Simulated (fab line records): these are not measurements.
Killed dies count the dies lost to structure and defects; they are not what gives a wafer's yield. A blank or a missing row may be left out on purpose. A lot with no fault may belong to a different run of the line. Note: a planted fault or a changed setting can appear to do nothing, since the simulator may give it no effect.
Matching of chambers | flow n5_finfet | rie_diel-03 running N5_BEOL_M3_DESCUM_33: 4 sister chambers
The step chemistry O2, time 7 s. 16 wafers are shown with their chamber, then 8 later ones without.

== EACH WAFER AND ITS CHAMBER ==
wafer  | chamber | showerhead_plenum_p_Torr (Torr) | throttle_valve_pct (%) | oes_product_au (a.u.)
L082.1 | 3       | 2.15                            | 20.00                  | 0.96
L082.5 | 1       | 2.15                            | 20.45                  | 0.70
L082.6 | 2       | 2.05                            | 20.35                  | 0.83
L084.1 | 0       | 2.16                            | 20.93                  | 0.69
L084.3 | 2       | 2.04                            | 20.35                  | 0.82
L084.6 | 1       | 2.14                            | 20.47                  | 0.69
L085.1 | 3       | 2.14                            | 20.01                  | 0.93
L085.3 | 1       | 2.14                            | 20.47                  | 0.69
L085.6 | 1       | 2.14                            | 20.47                  | 0.69
L089.1 | 1       | 2.14                            | 20.46                  | 0.69
L089.3 | 3       | 2.14                            | 20.00                  | 0.92
L089.5 | 2       | 2.04                            | 20.38                  | 0.82
L090.2 | 2       | 2.04                            | 20.36                  | 0.81
L090.4 | 3       | 2.14                            | 20.00                  | 0.90
L090.6 | 2       | 2.04                            | 20.37                  | 0.81
L094.2 | 0       | 2.15                            | 20.54                  | 0.98

SIGNATURES, as means of the wafers listed above
reading                  | chamber 0 | chamber 1 | chamber 2 | chamber 3 | scatter within a chamber
showerhead_plenum_p_Torr | 2.1550    | 2.1420    | 2.0420    | 2.1425    | 0.00487
throttle_valve_pct       | 20.7350   | 20.4640   | 20.3620   | 20.0025   | 0.0802
oes_product_au           | 0.8350    | 0.6920    | 0.8180    | 0.9275    | 0.0607
Rule: for a wafer and a chamber, the distance is found by dividing, reading by reading, the gap between the wafer's reading and the chamber's mean by the reading's scatter, squaring, summing and taking the root. The wafer belongs to the nearest chamber; if the next one is less than 2 further off, it can't be placed. How the scatter is found: for the shown wafers, subtract from each reading the mean of its chamber, square and add these, divide the total by (wafers less chambers), then take the root.

== WAFERS WITHOUT THEIR CHAMBER ==
wafer  | showerhead_plenum_p_Torr (Torr) | throttle_valve_pct (%) | oes_product_au (a.u.)
L094.4 | 2.14                            | 20.48                  | 0.68
L094.6 | 2.04                            | 20.37                  | 0.80
L095.1 | 2.04                            | 20.37                  | 0.80
L095.4 | 2.14                            | 20.48                  | 0.68
L095.5 | 2.04                            | 20.38                  | 0.80
L096.2 | 2.15                            | 20.53                  | 0.96
L096.4 | 2.14                            | 20.04                  | 0.88
L096.6 | 2.15                            | 20.53                  | 0.96

== CHAMBER TAKEN BY EACH ==
wafer  | from the rows above     | in truth
L094.4 | 1                       | 1
L094.6 | 2                       | 2
L095.1 | 2                       | 2
L095.4 | 1                       | 1
L095.5 | 2                       | 2
L096.2 | can't be placed: 0 or 1 | 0
L096.4 | 3                       | 3
L096.6 | can't be placed: 0 or 1 | 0
Correct placement for 6 of the 8. Not placeable from these rows: 2 (in 2, the candidates include the true chamber). Placed wrongly: 0.
